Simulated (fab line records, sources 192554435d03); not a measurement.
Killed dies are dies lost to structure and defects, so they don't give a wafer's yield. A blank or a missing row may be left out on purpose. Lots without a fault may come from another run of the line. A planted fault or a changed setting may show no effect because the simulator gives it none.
fab line records | flow n5_finfet
record lots=24 wafers=72 last_day=18
route steps=1938 shown FIN_CUT@169 STI_FIN_REVEAL@189 DUMMY_GATE@231 SPACER0@258 SD_EPI_N@271
lots that met no fault: from a run of the same line without faults
start_h: hours from the record's first day to the start of the lot's first wafer shown | wait_h: hours since the lot's step before | " the same as in the row above | L1.1+2: a row that stands for several wafers | - no value, or no start given | * or withheld: withheld | < > ~ a bound
route shown NAME@n: a module of which the file shows steps, and the number in the route of the first | usual: mean/standard deviation of fault-free wafers | same: alike in all rows | chamber/n: place in a boat | sites: the reading at each site | _std_site: their standard deviation | _edge_site: outer sites' mean less inner sites' | radius_mm: how far each site lies from the wafer's centre | mask NAME#n: copy n | behind: the tool/chamber that last shaped the wafer | hold: why the lot was held/for how many hours/how that ended | device: the transistor (n, p or np) that didn't switch | end of line: the same wafers' tests at the end of the route | a step without rows: its recipe alone | killed: dies lost to structure and defects at the first sort, not the wafer's yield | map: a wafer's dies, x killed, . not, _ none there
set.NAME: the setting as run; set.NAME@STEP: as run at that earlier step | model.NAME: the simulator's own value behind a step, which no gauge read
steps of the route over a sample of lots; a table a step, a row a wafer
services: from which hour (start_h, from the record's first day; less than 0 if before it) a tool's chamber was out of use, for how many hours, and why
## steps
# step N5_FIN_CUT_ETCH_21
# recipe chemistry=N2/H2 target=SOC target_depth_a=2190 overetch_a=438 mask_material=SiARC temp_c=40 ion_energy_ev=100 bias_w=61 time_s=523.5 pressure_mtorr=30 source_w=850 n2_flow_sccm=200 h2_flow_sccm=200
# usual drypump_motor_current_A=5.7/0.35 oes_product_au=0.71/0.056 rf_vpp_V=240.6/1.6 showerhead_plenum_p_Torr=2.54/0.11 throttle_valve_pct=17.86/0.22
# columns lot.wafer tool chamber start_h wait_h drypump_motor_current_A oes_product_au rf_hours_counter_h rf_vpp_V showerhead_plenum_p_Torr throttle_valve_pct
L074.1 rie_diel-06 3 26.02 0.0 5.3 0.65 222 239.1 2.40 17.66
L074.2 " 0 " " 5.7 0.79 63 241.8 2.70 17.85
L074.3 " 2 " " 5.9 0.71 121 238.2 2.45 18.11
L075.1 rie_diel-05 2 32.13 0.0 6.0 0.69 159 241.0 2.65 17.44
L075.5 " 2 " " 6.0 0.69 - 243.0 2.65 17.46
L075.6 " 1 " " 5.2 0.64 - 239.4 2.50 18.06
L076.1 rie_diel-05 1 38.41 0.0 5.2 0.65 238 240.2 2.50 18.05
L076.3 " 3 " " 5.6 0.64 228 241.3 2.51 18.06
L076.4 " 0 " " 6.1 0.69 124 240.1 2.55 17.76
L077.1 rie_diel-02 0 44.42 0.0 5.4 0.67 196 241.9 2.62 17.77
L077.5 " 2 " " 5.5 0.76 - 240.0 2.47 17.56
L077.6 " 3 " " 5.5 0.72 - 241.3 2.55 17.85
L078.3 rie_diel-06 2 51.62 0.0 5.9 0.70 127 237.9 2.45 18.13
L078.4 " 3 " " 5.3 0.65 228 238.8 2.40 17.67
L078.6 " 1 " " 6.0 0.73 - 237.5 2.36 18.08
L079.2 rie_diel-06 2 57.02 0.0 5.8 0.70 128 238.0 2.45 18.12
L079.3 " 0 " " 5.7 0.78 70 242.2 2.69 17.88
L079.4 " 3 " " 5.3 0.66 229 239.8 2.40 17.66
L080.1 rie_diel-05 1 64.26 0.0 5.2 0.65 246 240.2 2.50 18.08
L080.3 " 2 " " 6.1 0.68 168 241.1 2.64 17.47
L080.5 " 2 " " 6.1 0.68 - 242.7 2.64 17.47
L081.1 rie_diel-05 1 69.37 0.0 5.2 0.64 248 239.6 2.50 18.08
L081.4 " 2 " " 6.0 0.68 - 241.9 2.64 17.49
L081.6 " 1 " " 5.2 0.64 - 240.2 2.50 18.07
L082.1 rie_diel-02 2 74.33 0.0 5.5 0.75 78 239.2 2.47 17.54
L082.4 " 1 " " 6.3 0.77 67 243.0 2.70 18.08
L082.5 " 0 " " 5.4 0.67 - 241.7 2.62 17.78
L083.2 rie_diel-06 1 82.22 0.0 6.0 0.72 106 238.3 2.36 18.13
L083.5 " 1 " " 5.9 0.73 - 237.8 2.36 18.10
L083.6 " 0 " " 5.7 0.78 - 243.5 2.69 17.89
L084.1 rie_diel-02 1 87.46 0.0 6.3 0.76 71 241.6 2.69 18.09
L084.4 " 0 " " 5.4 0.67 209 241.9 2.62 17.80
L084.5 " 1 " " 6.4 0.76 - 243.3 2.70 18.09
L085.1 rie_diel-02 2 95.15 0.0 5.5 0.75 84 239.9 2.47 17.56
L085.4 " 0 " " 5.4 0.66 211 241.9 2.62 17.79
L085.6 " 2 " " 5.5 0.75 - 239.5 2.47 17.56
L086.1 rie_diel-02 3 101.02 0.0 5.5 0.71 135 241.6 2.55 17.87
L086.4 " 0 " " 5.4 0.67 213 241.3 2.61 17.78
L086.5 " 2 " " 5.5 0.74 - 237.3 2.46 17.56
L087.3 rie_diel-06 2 104.82 0.0 5.9 0.69 141 239.1 2.44 18.15
L087.4 " 1 " " 5.9 0.72 112 237.7 2.36 18.12
L087.6 " 1 " " 5.9 0.72 - 236.5 2.36 18.13
L088.1 rie_diel-02 2 112.41 0.0 5.5 0.74 89 239.2 2.46 17.59
L088.2 " 3 " " 5.5 0.71 138 241.1 2.55 17.88
L088.6 " 1 " " 6.4 0.75 - 242.6 2.69 18.11
L089.1 rie_diel-06 0 117.49 0.0 5.7 0.77 88 242.4 2.68 17.90
L089.2 " 2 " " 5.9 0.69 145 238.6 2.44 18.14
L089.4 " 3 " " 5.3 0.64 245 240.9 2.39 17.69
L090.1 rie_diel-05 0 123.53 0.0 6.2 0.68 148 238.3 2.54 17.80
L090.2 " 1 " " 5.2 0.84 10 239.9 2.49 17.69
L090.3 " 2 " " 6.1 0.67 190 241.4 2.63 17.50
L091.1 rie_diel-02 3 129.96 0.0 5.5 0.71 143 241.7 2.54 17.89
L091.4 " 2 " " 5.5 0.73 94 240.3 2.46 17.58
L091.6 " 2 " " 5.5 0.73 - 239.7 2.46 17.58
L092.1 rie_diel-06 0 134.21 0.0 5.7 0.75 92 242.0 2.68 17.90
L092.2 " 1 " " 5.9 0.71 121 238.0 2.35 18.13
L092.3 " 2 " " 5.9 0.68 149 238.3 2.44 18.14
L093.3 rie_diel-05 3 139.96 0.0 5.6 0.90 2 239.1 2.50 17.69
L093.4 " 0 " " 6.2 0.68 151 242.3 2.54 17.79
L093.6 " 2 " " 6.0 0.66 - 241.1 2.63 17.50
L094.1 rie_diel-05 2 146.29 0.0 6.1 0.67 196 243.4 2.63 17.51
L094.4 " 1 " " 5.2 0.82 15 239.3 2.49 17.69
L094.6 " 2 " " 6.1 0.66 - 242.6 2.63 17.51
L095.2 rie_diel-02 3 153.17 0.0 5.5 0.70 149 242.1 2.54 17.92
L095.3 " 2 " " 5.5 0.73 101 238.9 2.46 17.57
L095.6 " 0 " " 5.4 0.66 - 243.1 2.61 17.81
L096.1 rie_diel-02 1 159.20 0.0 6.4 0.73 94 243.7 2.68 18.14
L096.2 " 2 " " 5.5 0.72 103 239.8 2.46 17.61
L096.5 " 2 " " 5.5 0.72 - 240.2 2.46 17.58
L097.1 rie_diel-02 2 165.81 0.0 5.5 0.72 105 239.2 2.46 17.60
L097.4 " 1 " " 6.3 0.73 96 241.9 2.68 18.14
L097.6 " 1 " " 6.3 0.73 - 241.7 2.68 18.14
# step N5_STI_FIN_REVEAL_DENSIFY_30
# recipe temp_c=* time_s=* ambient=N2 idle_temp_c=600 ramp_up_c_per_s=150 ramp_down_c_per_s=60 cool_to_c=600
# usual lamp_power_pct=11.53/0.051 wafer_temp_C_max=*
# columns lot.wafer tool chamber start_h wait_h lamp_power_pct wafer_temp_C_max
L074.1 rtp_anneal-01 0 32.37 0.1 11.52 *
L074.2 " 0 " " 11.43 *
L074.3 " 0 " " 11.58 *
L075.1 rtp_anneal-01 0 38.40 0.0 11.55 *
L075.5 " 0 " " 11.59 *
L075.6 " 0 " " 11.62 *
L076.1 rtp_anneal-01 0 45.77 0.5 11.56 *
L076.3 " 0 " " 11.51 *
L076.4 " 0 " " 11.51 *
L077.1 rtp_anneal-02 0 50.95 0.2 11.57 *
L077.5 " 0 " " 11.52 *
L077.6 " 0 " " 11.53 *
L078.3 rtp_anneal-02 0 58.73 0.3 11.47 *
L078.4 " 0 " " 11.45 *
L078.6 " 0 " " 11.53 *
L079.2 rtp_anneal-02 0 63.32 0.1 11.54 *
L079.3 " 0 " " 11.50 *
L079.4 " 0 " " 11.51 *
L080.1 rtp_anneal-01 0 70.55 0.0 11.61 *
L080.3 " 0 " " 11.54 *
L080.5 " 0 " " 11.47 *
L081.1 rtp_anneal-02 0 75.84 0.1 11.48 *
L081.4 " 0 " " 11.56 *
L081.6 " 0 " " 11.53 *
L082.1 rtp_anneal-02 0 80.72 0.1 11.48 *
L082.4 " 0 " " 11.58 *
L082.5 " 0 " " 11.45 *
L083.2 rtp_anneal-02 0 89.26 0.1 11.56 *
L083.5 " 0 " " 11.48 *
L083.6 " 0 " " 11.50 *
L084.1 rtp_anneal-02 0 93.95 0.2 11.52 *
L084.4 " 0 " " 11.45 *
L084.5 " 0 " " 11.50 *
L085.1 rtp_anneal-02 0 103.24 0.0 11.55 *
L085.4 " 0 " " 11.54 *
L085.6 " 0 " " 11.56 *
L086.1 rtp_anneal-02 0 107.47 0.1 11.56 *
L086.4 " 0 " " 11.47 *
L086.5 " 0 " " 11.52 *
L087.3 rtp_anneal-01 0 112.72 0.1 11.51 *
L087.4 " 0 " " 11.53 *
L087.6 " 0 " " 11.50 *
L088.1 rtp_anneal-01 0 119.38 0.0 11.48 *
L088.2 " 0 " " 11.61 *
L088.6 " 0 " " 11.48 *
L089.1 rtp_anneal-01 0 124.05 0.0 11.55 *
L089.2 " 0 " " 11.60 *
L089.4 " 0 " " 11.55 *
L090.1 rtp_anneal-01 0 129.84 0.0 11.57 *
L090.2 " 0 " " 11.51 *
L090.3 " 0 " " 11.50 *
L091.1 rtp_anneal-02 0 136.86 0.1 11.55 *
L091.4 " 0 " " 11.51 *
L091.6 " 0 " " 11.47 *
L092.1 rtp_anneal-01 0 140.49 0.0 11.62 *
L092.2 " 0 " " 11.56 *
L092.3 " 0 " " 11.50 *
L093.3 rtp_anneal-01 0 147.05 0.2 11.58 *
L093.4 " 0 " " 11.52 *
L093.6 " 0 " " 11.42 *
L094.1 rtp_anneal-01 0 152.56 0.0 11.48 *
L094.4 " 0 " " 11.50 *
L094.6 " 0 " " 11.55 *
L095.2 rtp_anneal-01 0 160.28 0.1 11.67 *
L095.3 " 0 " " 11.58 *
L095.6 " 0 " " 11.51 *
L096.1 rtp_anneal-01 0 165.60 0.2 11.58 *
L096.2 " 0 " " 11.56 *
L096.5 " 0 " " 11.54 *
L097.1 rtp_anneal-02 0 172.09 0.0 11.51 *
L097.4 " 0 " " 11.54 *
L097.6 " 0 " " 11.52 *
# step N5_STI_FIN_REVEAL_OXIDATION_31
# recipe chemistry=O2_PLASMA_REMOTE temp_c=150 time_s=20 pressure_mtorr=1000 source_power_w=2000 o2_flow_sccm=3000
# usual drypump_motor_current_A=5.4/0.47 heater_power_w=145/9.6
# columns lot.wafer tool chamber start_h wait_h drypump_motor_current_A heater_power_w rf_hours_counter_h
L074.1 plasma_asher-01 0 34.99 0.0 4.9 142 29
L074.2 " 1 " " 6.0 153 29
L074.3 " 1 " " 6.0 152 -
L075.1 plasma_asher-02 0 41.25 0.0 5.7 127 79
L075.5 " 0 " " 5.7 134 -
L075.6 " 1 " " 5.0 150 -
L076.1 plasma_asher-01 0 48.60 0.0 4.9 140 31
L076.3 " 0 " " 5.0 143 -
L076.4 " 1 " " 5.9 157 -
L077.1 plasma_asher-02 1 53.65 0.0 5.0 151 82
L077.5 " 0 " " 5.7 129 -
L077.6 " 1 " " 5.0 150 -
L078.3 plasma_asher-01 0 61.31 0.1 4.9 142 -
L078.4 " 1 " " 5.9 156 -
L078.6 " 0 " " 5.0 138 -
L079.2 plasma_asher-01 1 66.22 0.0 6.0 157 36
L079.3 " 0 " " 4.9 143 -
L079.4 " 1 " " 6.0 149 -
L080.1 plasma_asher-01 0 73.17 0.0 5.0 140 37
L080.3 " 0 " " 5.0 137 -
L080.5 " 0 " " 4.9 139 -
L081.1 plasma_asher-02 0 78.46 0.0 5.7 130 87
L081.4 " 0 " " 5.7 129 -
L081.6 " 1 " " 5.0 153 -
L082.1 plasma_asher-01 1 83.36 0.0 6.0 153 40
L082.4 " 0 " " 4.9 138 -
L082.5 " 1 " " 5.9 155 -
L083.2 plasma_asher-02 1 91.88 0.0 5.0 154 89
L083.5 " 0 " " 5.7 128 -
L083.6 " 1 " " 5.0 150 -
L084.1 plasma_asher-02 1 96.58 0.0 5.0 152 90
L084.4 " 1 " " 5.0 152 -
L084.5 " 1 " " 5.0 152 -
L085.1 plasma_asher-01 0 106.00 0.0 5.0 139 45
L085.4 " 1 " " 6.0 155 -
L085.6 " 0 " " 4.9 139 -
L086.1 plasma_asher-02 0 110.23 0.0 5.7 133 92
L086.4 " 1 " " 5.0 149 -
L086.5 " 0 " " 5.8 128 -
L087.3 plasma_asher-01 1 115.32 0.1 6.0 156 -
L087.4 " 0 " " 4.9 140 -
L087.6 " 0 " " 4.9 141 -
L088.1 plasma_asher-02 0 122.00 0.0 5.7 126 94
L088.2 " 1 " " 5.0 149 94
L088.6 " 0 " " 5.7 129 -
L089.1 plasma_asher-01 0 126.70 0.0 4.9 140 48
L089.2 " 1 " " 6.0 156 48
L089.4 " 1 " " 6.0 154 -
L090.1 plasma_asher-02 1 132.49 0.0 5.0 149 96
L090.2 " 0 " " 5.7 133 96
L090.3 " 1 " " 5.0 151 -
L091.1 plasma_asher-02 0 139.57 0.0 5.7 129 97
L091.4 " 1 " " 5.0 148 -
L091.6 " 1 " " 5.0 151 -
L092.1 plasma_asher-01 0 143.14 0.0 4.9 139 51
L092.2 " 1 " " 6.0 158 51
L092.3 " 0 " " 4.9 140 -
L093.3 plasma_asher-01 0 149.67 0.1 4.9 141 -
L093.4 " 1 " " 6.0 157 -
L093.6 " 0 " " 4.9 141 -
L094.1 plasma_asher-01 1 155.64 0.0 6.0 157 54
L094.4 " 0 " " 4.9 139 -
L094.6 " 1 " " 6.0 159 -
L095.2 plasma_asher-01 0 162.95 0.0 5.0 142 56
L095.3 " 1 " " 6.0 155 -
L095.6 " 0 " " 4.9 140 -
L096.1 plasma_asher-01 0 168.24 0.0 4.9 138 57
L096.2 " 1 " " 6.0 153 57
L096.5 " 0 " " 5.0 141 -
L097.1 plasma_asher-01 0 174.73 0.0 5.0 143 58
L097.4 " 1 " " 6.0 154 -
L097.6 " 0 " " 4.9 145 -
# step N5_DUMMY_GATE_CD_MEAS_15
# recipe target_cd_nm=25.8 landing_energy_ev=500 detector=se_inlens
# usual cd_nm=24.99/0.2
# columns lot.wafer tool chamber start_h wait_h cd_nm
L074.1 cd_sem-03 0 44.23 - 24.98
L074.2 " 0 " " 24.94
L074.3 " 0 " " 25.20
L075.1 cd_sem-02 0 50.48 - 24.97
L075.5 " 0 " " 24.62
L075.6 " 0 " " 25.21
L076.1 cd_sem-02 0 58.11 - 25.10
L076.3 " 0 " " 24.92
L076.4 " 0 " " 25.04
L077.1 cd_sem-02 0 62.91 - 25.11
L077.5 " 0 " " 25.12
L077.6 " 0 " " 25.37
L078.3 cd_sem-02 0 70.95 - 25.56
L078.4 " 0 " " 25.25
L078.6 " 0 " " 25.14
L079.2 cd_sem-02 0 75.38 - 24.84
L079.3 " 0 " " 24.88
L079.4 " 0 " " 24.74
L080.1 cd_sem-02 0 82.39 - 24.87
L080.3 " 0 " " 25.26
L080.5 " 0 " " 24.89
L081.1 cd_sem-01 0 87.73 - 24.97
L081.4 " 0 " " 24.68
L081.6 " 0 " " 25.11
L082.1 cd_sem-02 0 92.98 - 24.99
L082.4 " 0 " " 24.88
L082.5 " 0 " " 25.05
L083.2 cd_sem-02 0 101.57 - 25.05
L083.5 " 0 " " 24.95
L083.6 " 0 " " 24.50
L084.1 cd_sem-03 0 106.36 - 25.19
L084.4 " 0 " " 24.98
L084.5 " 0 " " 25.07
L085.1 cd_sem-01 0 115.70 - 24.99
L085.4 " 0 " " 25.32
L085.6 " 0 " " 25.02
L086.1 cd_sem-03 0 119.33 - 25.20
L086.4 " 0 " " 25.03
L086.5 " 0 " " 24.88
L087.3 cd_sem-03 0 124.42 - 24.82
L087.4 " 0 " " 24.63
L087.6 " 0 " " 24.61
L088.1 cd_sem-02 0 131.19 - 25.12
L088.2 " 0 " " 25.01
L088.6 " 0 " " 25.31
L089.1 cd_sem-03 0 137.64 - 24.69
L089.2 " 0 " " 24.98
L089.4 " 0 " " 24.88
L090.1 cd_sem-03 0 145.60 - 25.01
L090.2 " 0 " " 25.03
L090.3 " 0 " " 24.96
L091.1 cd_sem-01 0 152.58 - 25.02
L091.4 " 0 " " 24.99
L091.6 " 0 " " 24.47
L092.1 cd_sem-01 0 153.42 - 25.10
L092.2 " 0 " " 25.50
L092.3 " 0 " " 25.38
L093.3 cd_sem-03 0 164.16 - 25.13
L093.4 " 0 " " 25.01
L093.6 " 0 " " 25.27
L094.1 cd_sem-03 0 166.96 - 24.92
L094.4 " 0 " " 24.86
L094.6 " 0 " " 24.86
L095.2 cd_sem-03 0 172.49 - 24.80
L095.3 " 0 " " 24.95
L095.6 " 0 " " 24.77
L096.1 cd_sem-02 0 177.39 - 25.02
L096.2 " 0 " " 25.16
L096.5 " 0 " " 24.80
L097.1 cd_sem-02 0 185.85 - 24.95
L097.4 " 0 " " 24.75
L097.6 " 0 " " 24.81
# step N5_SPACER0_ALD_07
# recipe material=SiNx target_thk_a=20 temp_c=400 ald_precursor_family=SiH2I2 ald_co_reactant=N2/H2-plasma pressure_torr=2
# usual heater_power_w=844/87
# columns lot.wafer tool chamber start_h wait_h heater_power_w
L074.1 ald_sin-03 2 45.82 0.0 886
L074.2 " 1 " " 772
L074.3 " 3 " " 836
L075.1 ald_sin-03 0 51.98 0.0 867
L075.5 " 3 " " 851
L075.6 " 0 " " 902
L076.1 ald_sin-02 2 59.69 0.1 746
L076.3 " 1 " " 749
L076.4 " 0 " " 853
L077.1 ald_sin-03 2 64.46 0.0 893
L077.5 " 1 " " 758
L077.6 " 2 " " 885
L078.3 ald_sin-02 2 72.74 0.2 752
L078.4 " 1 " " 728
L078.6 " 2 " " 750
L079.2 ald_sin-02 1 76.69 0.0 717
L079.3 " 2 " " 721
L079.4 " 0 " " 875
L080.1 ald_sin-04 2 84.09 0.1 999
L080.3 " 0 " " 803
L080.5 " 0 " " 840
L081.1 ald_sin-02 3 89.78 0.7 972
L081.4 " 2 " " 750
L081.6 " 0 " " 834
L082.1 ald_sin-03 2 94.32 0.0 888
L082.4 " 0 " " 894
L082.5 " 1 " " 772
L083.2 ald_sin-02 3 103.11 0.0 987
L083.5 " 3 " " 971
L083.6 " 0 " " 876
L084.1 ald_sin-04 3 107.86 0.0 985
L084.4 " 0 " " 787
L084.5 " 0 " " 820
L085.1 ald_sin-03 0 117.02 0.0 864
L085.4 " 1 " " 776
L085.6 " 0 " " 892
L086.1 ald_sin-04 1 120.65 0.0 715
L086.4 " 3 " " 959
L086.5 " 0 " " 816
L087.3 ald_sin-02 3 125.83 0.1 983
L087.4 " 0 " " 841
L087.6 " 3 " " 979
L088.1 ald_sin-04 3 132.79 0.0 963
L088.2 " 2 " " 1007
L088.6 " 1 " " 712
L089.1 ald_sin-02 2 138.96 0.0 745
L089.2 " 1 " " 734
L089.4 " 0 " " 847
L090.1 ald_sin-03 1 147.35 0.0 748
L090.2 " 0 " " 912
L090.3 " 3 " " 856
L091.1 ald_sin-02 1 155.05 0.4 713
L091.4 " 3 " " 965
L091.6 " 2 " " 733
L092.1 ald_sin-03 1 155.64 0.5 771
L092.2 " 2 " " 887
L092.3 " 0 " " 902
L093.3 ald_sin-04 1 165.49 0.0 695
L093.4 " 3 " " 966
L093.6 " 0 " " 826
L094.1 ald_sin-03 1 168.31 0.0 785
L094.4 " 3 " " 851
L094.6 " 0 " " 903
L095.2 ald_sin-03 3 174.49 0.6 829
L095.3 " 0 " " 878
L095.6 " 2 " " 893
L096.1 ald_sin-03 2 179.74 1.0 892
L096.2 " 3 " " 839
L096.5 " 3 " " 826
L097.1 ald_sin-03 1 188.78 1.3 778
L097.4 " 0 " " 907
L097.6 " 3 " " 859
# step N5_SD_EPI_N_OVL_MEAS_10
# recipe points_per_wafer=44
# usual SD_N_BLK_OVL=0.0/0.76
# columns lot.wafer tool chamber start_h wait_h SD_N_BLK_OVL[nm]
L074.1 overlay-01 0 46.69 0.0 0.4
L074.2 " 0 " " 0.4
L074.3 " 0 " " -0.5
L075.1 overlay-01 0 52.98 0.0 0.3
L075.5 " 0 " " -0.4
L075.6 " 0 " " 0.3
L076.1 overlay-01 0 60.69 0.0 1.0
L076.3 " 0 " " 0.6
L076.4 " 0 " " 0.2
L077.1 overlay-01 0 65.33 0.0 -0.1
L077.5 " 0 " " 0.0
L077.6 " 0 " " 1.2
L078.3 overlay-01 0 73.74 0.0 -1.6
L078.4 " 0 " " -0.6
L078.6 " 0 " " -1.0
L079.2 overlay-02 0 77.69 0.0 -0.2
L079.3 " 0 " " -0.4
L079.4 " 0 " " -1.0
L080.1 overlay-02 0 85.08 0.0 0.3
L080.3 " 0 " " -0.9
L080.5 " 0 " " 0.4
L081.1 overlay-01 0 90.78 0.0 -0.1
L081.4 " 0 " " -0.7
L081.6 " 0 " " 0.7
L082.1 overlay-01 0 95.19 0.0 1.9
L082.4 " 0 " " 0.5
L082.5 " 0 " " 1.1
L083.2 overlay-02 0 104.11 0.0 0.8
L083.5 " 0 " " 0.9
L083.6 " 0 " " 0.9
L084.1 overlay-01 0 108.73 0.0 -1.2
L084.4 " 0 " " -0.4
L084.5 " 0 " " -1.0
L085.1 overlay-01 0 118.01 0.0 0.2
L085.4 " 0 " " -1.6
L085.6 " 0 " " -1.0
L086.1 overlay-02 0 121.65 0.0 -0.1
L086.4 " 0 " " -0.6
L086.5 " 0 " " -0.2
L087.3 overlay-02 0 126.83 0.0 0.6
L087.4 " 0 " " -0.8
L087.6 " 0 " " -0.7
L088.1 overlay-01 0 133.79 0.0 1.1
L088.2 " 0 " " 1.0
L088.6 " 0 " " 0.5
L089.1 overlay-01 0 139.97 0.0 1.1
L089.2 " 0 " " 0.5
L089.4 " 0 " " 0.3
L090.1 overlay-01 0 148.34 0.0 0.9
L090.2 " 0 " " 0.8
L090.3 " 0 " " 1.9
L091.1 overlay-01 0 155.92 0.0 -0.7
L091.4 " 0 " " -1.1
L091.6 " 0 " " -0.2
L092.1 overlay-01 0 156.65 0.0 -1.5
L092.2 " 0 " " 1.2
L092.3 " 0 " " -0.4
L093.3 overlay-02 0 166.36 0.0 -0.5
L093.4 " 0 " " 0.1
L093.6 " 0 " " 0.7
L094.1 overlay-01 0 169.31 0.0 -0.1
L094.4 " 0 " " -1.2
L094.6 " 0 " " -0.2
L095.2 overlay-01 0 175.36 0.0 0.2
L095.3 " 0 " " 0.3
L095.6 " 0 " " 0.9
L096.1 overlay-02 0 180.74 0.0 0.4
L096.2 " 0 " " -1.6
L096.5 " 0 " " -0.5
L097.1 overlay-01 0 189.66 0.0 -1.0
L097.4 " 0 " " 0.7
L097.6 " 0 " " 0.5
## services
# columns tool chamber start_h hours kind
ald_sin-03 0 9.32 - clean
ald_sin-03 1 9.32 - clean
rie_diel-02 2 12.84 2.6 repair
ald_sin-04 2 13.76 8.5 repair
ald_sin-03 - 21.89 0.8 repair
ald_sin-03 2 24.61 2.6 repair
plasma_asher-01 - 26.59 6.9 repair
ald_sin-04 - 31.89 0.9 repair
rie_diel-02 1 36.31 3.8 repair
rtp_anneal-02 - 43.36 4.2 pm
ald_sin-02 - 52.92 1.2 repair
rie_diel-02 - 56.32 2.8 pm
rie_diel-05 0 56.42 14.8 repair
ald_sin-04 1 73.53 2.1 repair
rie_diel-06 3 106.80 1.2 repair
rie_diel-06 - 110.12 0.7 repair
ald_sin-02 - 112.02 6.1 pm
rie_diel-06 0 151.75 8.8 repair
plasma_asher-02 - 160.82 2.8 pm
ald_sin-04 - 164.71 0.3 repair
rtp_anneal-01 - 172.14 1.0 pm
ald_sin-02 - 176.79 14.0 pm
rie_diel-06 1 185.66 1.9 repair
rie_diel-02 2 186.31 1.2 repair
## key
fault none
